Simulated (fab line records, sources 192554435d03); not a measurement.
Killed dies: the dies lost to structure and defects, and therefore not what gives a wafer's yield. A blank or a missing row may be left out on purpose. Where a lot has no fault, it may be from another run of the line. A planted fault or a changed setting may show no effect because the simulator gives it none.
Chamber matching	flow n5-finfet	4 sister chambers for N5_SDB_ETCH_25 on rie-diel-03
The step etches SiO2 in C4F6/O2, target depth 10 nm, time 3.3 s. 24 wafers are shown with their chamber, then 12 later ones without.

WAFERS PAIRED WITH THEIR CHAMBERS
wafer	chamber	showerhead-plenum-p-Torr (Torr)	rf-vpp-V (V)	throttle-valve-pct (%)
L077.2	3	2.90	680	21.23
L077.4	1	2.78	665	21.33
L077.6	3	2.90	681	21.23
L078.4	1	2.78	663	21.34
L078.5	3	2.90	680	21.22
L078.6	2	2.92	685	20.92
L082.2	1	2.77	663	21.36
L082.4	2	2.91	682	20.94
L082.5	1	2.77	664	21.33
L084.1	2	2.91	681	20.94
L084.2	0	2.84	683	21.66
L084.4	0	2.84	682	21.63
L085.2	2	2.91	681	20.97
L085.3	3	2.89	681	21.25
L085.6	2	2.91	682	20.94
L088.4	1	2.77	664	20.94
L088.5	2	2.90	681	20.97
L088.6	3	2.89	680	21.27
L090.2	1	2.77	663	20.96
L090.3	2	2.90	682	20.99
L090.5	2	2.90	682	20.99
L091.2	1	2.77	663	20.97
L091.5	1	2.77	663	20.94
L091.6	2	2.90	681	21.00

SIGNATURES, as means of the wafers listed above
reading	chamber 0	chamber 1	chamber 2	chamber 3	scatter within a chamber
showerhead-plenum-p-Torr	2.8400	2.7725	2.9067	2.8960	0.00579
rf-vpp-V	682.50	663.50	681.89	680.40	0.964
throttle-valve-pct	21.6450	21.1462	20.9622	21.2400	0.124
Rule: distance of a wafer from a chamber = root of the sum over the readings of ((wafer's reading minus chamber's mean) / reading's scatter) squared. The wafer belongs to the nearest chamber; if the next one is less than 2 further off, it can't be placed. The scatter is the square root of a quotient: the sum, over the shown wafers, of each reading's squared deviation from its chamber's mean, divided by wafers minus chambers.

WAFERS WITH NO CHAMBER GIVEN
wafer	showerhead-plenum-p-Torr (Torr)	rf-vpp-V (V)	throttle-valve-pct (%)
L092.2	2.90	681	20.97
L092.4	2.90	681	20.98
L092.5	2.77	663	20.94
L093.2	2.76	663	20.93
L093.3	2.88	680	21.29
L093.6	2.90	679	20.98
L094.2	2.83	682	21.39
L094.3	2.76	663	20.95
L094.5	2.83	683	21.39
L097.3	2.83	683	21.40
L097.4	2.88	679	21.31
L097.6	2.83	682	21.40

WHICH CHAMBER EACH WENT THROUGH
wafer	from the rows above	in truth
L092.2	can't be placed: 2 or 3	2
L092.4	can't be placed: 2 or 3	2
L092.5	1	1
L093.2	1	1
L093.3	3	3
L093.6	can't be placed: 3 or 2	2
L094.2	0	0
L094.3	1	1
L094.5	0	0
L097.3	0	0
L097.4	3	3
L097.6	0	0
Placed correctly: 9 of 12. Not placeable from these rows: 3 (in 3, the candidates include the true chamber). Wrongly placed: 0.
